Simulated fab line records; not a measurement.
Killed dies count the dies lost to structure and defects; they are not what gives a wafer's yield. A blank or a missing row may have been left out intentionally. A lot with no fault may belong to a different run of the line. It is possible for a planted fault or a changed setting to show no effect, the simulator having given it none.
Which tool is to blame? :: flow nand harc :: 17 wafers from 6 lots sampled at 5 of the route's 1302 steps

## WHAT THE GAUGES SHOWED, per wafer
NHARC_END_SORT_01.
lot: L227
measured: day 33 01:08
on: prober-01
killed at other: 1 1

lot: L230
measured: day 33 09:34
on: prober-01
killed at other: 0 0 1

## TOOL THAT RAN EACH LOT (tool first, then ch and the chambers of the sampled wafers, then the start)
lot: L210
NHARC_A_CONTACT_ETCH_124: har cap etch-02 ch 1, day 23 03:52
NHARC_A_CONTACT_ETCH_130: har cap etch-02 ch 1, day 23 04:56
NHARC_A_CONTACT_ETCH_106: rie diel-13 ch 0,2,3, day 23 06:44
NHARC_A_CONTACT_DEP_85: pecvd-03 ch 0,2, day 23 09:34

lot: L215
NHARC_A_CONTACT_ETCH_124: har cap etch-03 ch 0,1, day 24 18:00
NHARC_A_CONTACT_ETCH_130: har cap etch-03 ch 0,1, day 24 19:05
NHARC_A_CONTACT_ETCH_106: rie diel-12 ch 0,1,2, day 24 21:06
NHARC_A_CONTACT_DEP_85: pecvd-02 ch 0,1, day 24 23:32

lot: L219
NHARC_A_CONTACT_ETCH_124: har cap etch-02 ch 0,1, day 26 13:31
NHARC_A_CONTACT_ETCH_130: har cap etch-02 ch 0,1, day 26 14:37
NHARC_A_CONTACT_ETCH_106: rie diel-13 ch 0,1,3, day 26 16:24
NHARC_A_CONTACT_DEP_85: pecvd-02 ch 0,2, day 26 19:44

lot: L227
NHARC_A_CONTACT_ETCH_124: har cap etch-01 ch 0, day 30 06:57
NHARC_A_CONTACT_ETCH_130: har cap etch-01 ch 0, day 30 08:02
NHARC_A_CONTACT_ETCH_106: rie diel-12 ch 1,2, day 30 09:49
NHARC_A_CONTACT_DEP_85: pecvd-04 ch 0,2, day 30 12:23

lot: L230
NHARC_A_CONTACT_ETCH_124: har cap etch-03 ch 1, day 30 23:08
NHARC_A_CONTACT_ETCH_130: har cap etch-03 ch 1, day 31 00:13
NHARC_A_CONTACT_ETCH_106: rie diel-12 ch 2,3, day 31 02:48
NHARC_A_CONTACT_DEP_85: pecvd-02 ch 0,2, day 31 07:50

lot: L232
NHARC_A_CONTACT_ETCH_124: har cap etch-02 ch 0,1, day 31 15:46
NHARC_A_CONTACT_ETCH_130: har cap etch-02 ch 0,1, day 31 16:51
NHARC_A_CONTACT_ETCH_106: rie diel-12 ch 0,1,3, day 31 18:39
NHARC_A_CONTACT_DEP_85: pecvd-04 ch 0,1,2, day 32 01:25
- NHARC_A_CONTACT_ETCH_124: etches the open film in C4F8/O2/Ar, time 140 s, target depth 700 nm.
- NHARC_A_CONTACT_ETCH_130: etches the open film in C4F8/O2/Ar, time 197 s, target depth 1918 nm.
- NHARC_A_CONTACT_ETCH_106: etches the open film in CF4/O2, target depth 90 nm, overetch 9 nm, time 49.5 s.
- NHARC_A_CONTACT_DEP_85: deposits SiON, target thk 60 nm.

## THE ANSWER, worked out from the rows above alone
Rule: the usual values come from the lots themselves. The widest of any qualifying gaps counts: lots, ordered by their means at a reading, are off when they make up no more than a third of the lots, leave a main group of 4 or more, and stand apart from it by 3 or more times the standard deviation of that group's means. A main group is skipped when, at the precision printed for the reading in the tables above, its means are all equal. A lot without any number at a reading at which 4 lots or more have one is off too. The other lots that the step has rows for count as sound.
No lot is off on any of the readings shown, so nothing can be concluded from this.

## WHAT WAS PUT IN BY THE SIMULATOR
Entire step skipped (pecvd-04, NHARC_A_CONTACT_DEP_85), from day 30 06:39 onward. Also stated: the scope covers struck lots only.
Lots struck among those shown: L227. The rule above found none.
